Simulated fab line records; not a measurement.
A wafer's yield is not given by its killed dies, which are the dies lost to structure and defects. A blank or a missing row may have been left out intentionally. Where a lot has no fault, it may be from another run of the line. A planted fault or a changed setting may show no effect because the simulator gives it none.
Which of the tools did it? + flow n5-finfet + 27 wafers from 10 lots sampled at 4 of the route's 1938 steps

== WHAT EACH GAUGE READ, for each wafer ==
N5_PASSIVATION_CD_MEAS_44 targets a cd of 40000 nm. Usual: cd-nm at 40002 nm, with a standard deviation of 3.7.
| lot  | measured     | on        | cd-nm (nm)        | flag |
|------|--------------|-----------|-------------------|------|
| L889 | day 12 21:23 | cd-sem-03 | 40000 39997 40002 |      |
| L890 | day 12 21:34 | cd-sem-02 | 40001 40009 40003 |      |
| L892 | day 12 20:41 | cd-sem-01 | 40001 40002 40000 |      |
| L895 | day 14 08:38 | cd-sem-01 | 40009 40079       | OFF  |
| L897 | day 14 13:10 | cd-sem-02 | 40006 40074       | OFF  |
| L898 | day 14 21:40 | cd-sem-02 | 39997 40072       | OFF  |
| L902 | day 15 20:04 | cd-sem-03 | 39996 40002 40002 |      |
| L903 | day 17 09:26 | cd-sem-03 | 40002 39997 39998 |      |
| L907 | day 17 08:43 | cd-sem-02 | 40008 39997 40002 |      |
| L911 | day 18 12:07 | cd-sem-01 | 40005 40000 40008 |      |

== EACH LOT AND THE TOOL THAT RAN IT (in order: tool; ch and the chambers of the sampled wafers; start) ==
| lot  | N5_MIM_TOP_LITHO_DESCUM_10         | N5_MIM_BOT_ETCH_ETCH_00           | N5_PASSIVATION_EXPOSE_41          |
|------|------------------------------------|-----------------------------------|-----------------------------------|
| L889 | rie-diel-06 ch 0,1,2, day 12 12:03 | rie-metal-03 ch 1, day 12 13:10   | krf-scanner-02 ch 0, day 12 21:13 |
| L890 | rie-diel-06 ch 0,1, day 12 12:17   | rie-metal-03 ch 1, day 12 13:33   | krf-scanner-01 ch 0, day 12 21:23 |
| L892 | rie-diel-06 ch 2,3, day 12 13:09   | rie-metal-01 ch 0,1, day 12 14:16 | krf-scanner-01 ch 0, day 12 20:31 |
| L895 | rie-diel-02 ch 0,2, day 14 00:07   | rie-metal-01 ch 0,1, day 14 01:38 | krf-scanner-01 ch 0, day 14 08:28 |
| L897 | rie-diel-02 ch 0,2, day 14 07:26   | rie-metal-01 ch 0, day 14 08:30   | krf-scanner-01 ch 0, day 14 13:00 |
| L898 | rie-diel-06 ch 0, day 14 14:46     | rie-metal-02 ch 0, day 14 15:54   | krf-scanner-01 ch 0, day 14 21:29 |
| L902 | rie-diel-06 ch 0,2,3, day 15 12:18 | rie-metal-03 ch 0,1, day 15 13:26 | krf-scanner-02 ch 0, day 15 19:53 |
| L903 | rie-diel-06 ch 0,1, day 17 01:05   | rie-metal-03 ch 0,1, day 17 02:20 | krf-scanner-01 ch 0, day 17 09:14 |
| L907 | rie-diel-06 ch 0,1,2, day 17 01:11 | rie-metal-01 ch 0,1, day 17 02:29 | krf-scanner-01 ch 0, day 17 08:32 |
| L911 | rie-diel-01 ch 0,1,2, day 18 05:35 | rie-metal-03 ch 0,1, day 18 06:43 | krf-scanner-01 ch 0, day 18 11:56 |
- N5_MIM_TOP_LITHO_DESCUM_10: chemistry O2, time 7.9 s.
- N5_MIM_BOT_ETCH_ETCH_00: etches TiN in Cl2/BCl3, target depth 45.5 nm.
- N5_PASSIVATION_EXPOSE_41: exposes mask PASS OPEN, defocus 0 nm, target cd 40000 nm.

== WHAT THE TOOLS THEMSELVES READ (means of the sampled wafers that have a number; where no wafer has one, the mark that the record gives instead) ==
N5_MIM_TOP_LITHO_DESCUM_10. Usual: drypump-motor-current-A 5.6 A, standard deviation 0.48; oes-product-au 0.81 a.u., standard deviation 0.071; rf-vpp-V 243.3 V, standard deviation 1.6; showerhead-plenum-p-Torr 2.10 Torr, standard deviation 0.083; throttle-valve-pct 20.37 %, standard deviation 0.24.
| lot  | tool        | drypump-motor-current-A (A) | oes-product-au (a.u.) | rf-vpp-V (V) | showerhead-plenum-p-Torr (Torr) | throttle-valve-pct (%) | flag |
|------|-------------|-----------------------------|-----------------------|--------------|---------------------------------|------------------------|------|
| L889 | rie-diel-06 | 5.3                         | 0.83                  | 243.8        | 2.14                            | 20.45                  |      |
| L890 | rie-diel-06 | 5.1                         | 0.80                  | 243.6        | 2.14                            | 20.28                  |      |
| L892 | rie-diel-06 | 5.4                         | 0.85                  | 242.2        | 2.07                            | 20.31                  |      |
| L895 | rie-diel-02 | 5.5                         | 0.78                  | 242.7        | 2.10                            | 20.49                  |      |
| L897 | rie-diel-02 | 5.5                         | 0.77                  | 242.6        | 2.10                            | 20.51                  |      |
| L898 | rie-diel-06 | 5.5                         | 0.88                  | 244.8        | 2.23                            | 20.37                  |      |
| L902 | rie-diel-06 | 5.4                         | 0.82                  | 245.2        | 2.12                            | 20.43                  |      |
| L903 | rie-diel-06 | 5.1                         | 0.77                  | 243.4        | 2.13                            | 20.34                  |      |
| L907 | rie-diel-06 | 5.3                         | 0.78                  | 243.7        | 2.13                            | 20.50                  |      |
| L911 | rie-diel-01 | 5.9                         | 0.79                  | 241.6        | 2.04                            | 20.33                  |      |

N5_MIM_BOT_ETCH_ETCH_00. Usual: bcl3-flow-sccm 21.76 sccm, standard deviation 0.064; drypump-motor-current-A 5.8 A, standard deviation 0.36; oes_ar_750_au 0.79 a.u., standard deviation 0.09; oes-product-au 0.79 a.u., standard deviation 0.098; throttle-valve-pct 21.94 %, standard deviation 0.18.
| lot  | tool         | bcl3-flow-sccm (sccm) | drypump-motor-current-A (A) | oes_ar_750_au (a.u.) | oes-product-au (a.u.) | throttle-valve-pct (%) | flag |
|------|--------------|-----------------------|-----------------------------|----------------------|-----------------------|------------------------|------|
| L889 | rie-metal-03 | 21.69                 | 5.7                         | 0.86                 | 0.88                  | 22.08                  |      |
| L890 | rie-metal-03 | 21.75                 | 5.7                         | 0.86                 | 0.89                  | 22.08                  |      |
| L892 | rie-metal-01 | 21.77                 | 6.0                         | 0.76                 | 0.74                  | 21.81                  |      |
| L895 | rie-metal-01 | 21.70                 | 5.8                         | 0.78                 | 0.77                  | 21.80                  |      |
| L897 | rie-metal-01 | 21.76                 | 5.3                         | 0.88                 | 0.88                  | 21.71                  |      |
| L898 | rie-metal-02 | 21.78                 | 5.8                         | 0.69                 | 0.68                  | 21.79                  |      |
| L902 | rie-metal-03 | 21.83                 | 5.9                         | 0.80                 | 0.82                  | 22.09                  |      |
| L903 | rie-metal-03 | 21.73                 | 6.0                         | 0.77                 | 0.78                  | 22.10                  |      |
| L907 | rie-metal-01 | 21.82                 | 5.6                         | 0.90                 | 0.90                  | 21.69                  |      |
| L911 | rie-metal-03 | 21.81                 | 6.0                         | 0.75                 | 0.76                  | 22.11                  |      |

N5_PASSIVATION_EXPOSE_41. Usual: exposure-dose-mJ-cm2 at 57.26, with a standard deviation of 0.057.
| lot  | tool           | exposure-dose-mJ-cm2 | flag |
|------|----------------|----------------------|------|
| L889 | krf-scanner-02 | 57.28                |      |
| L890 | krf-scanner-01 | 57.27                |      |
| L892 | krf-scanner-01 | 57.25                |      |
| L895 | krf-scanner-01 | 57.27                |      |
| L897 | krf-scanner-01 | 57.27                |      |
| L898 | krf-scanner-01 | 57.20                |      |
| L902 | krf-scanner-02 | 57.25                |      |
| L903 | krf-scanner-01 | 57.30                |      |
| L907 | krf-scanner-01 | 57.19                |      |
| L911 | krf-scanner-01 | 57.32                |      |

== THE ANSWER, worked out from the rows above alone ==
Rule: lot off if the mean of its wafers having a number is beyond 3 standard deviations from the usual mean. Also off: a lot with no number at a reading for which 4 or more lots have one. The other lots that the step has rows for count as sound. The gauges are gone through in route order, then the tools' own readings, and for those a lot's mean is taken as printed above. At the first step where some lot is off, the reading lying furthest off is the one used; lots without a number count as furthest.
Off, at N5_PASSIVATION_CD_MEAS_44 on cd-nm: L895, L897, L898.
A tool fits if, at a process step before that reading, it ran every lot that is off, and no sound lot after the first of them. Those tools and the gauges at N5_PASSIVATION_CD_MEAS_44 are tried in the same way. No candidate that was tried fits.

== WHAT WAS PUT IN BY THE SIMULATOR ==
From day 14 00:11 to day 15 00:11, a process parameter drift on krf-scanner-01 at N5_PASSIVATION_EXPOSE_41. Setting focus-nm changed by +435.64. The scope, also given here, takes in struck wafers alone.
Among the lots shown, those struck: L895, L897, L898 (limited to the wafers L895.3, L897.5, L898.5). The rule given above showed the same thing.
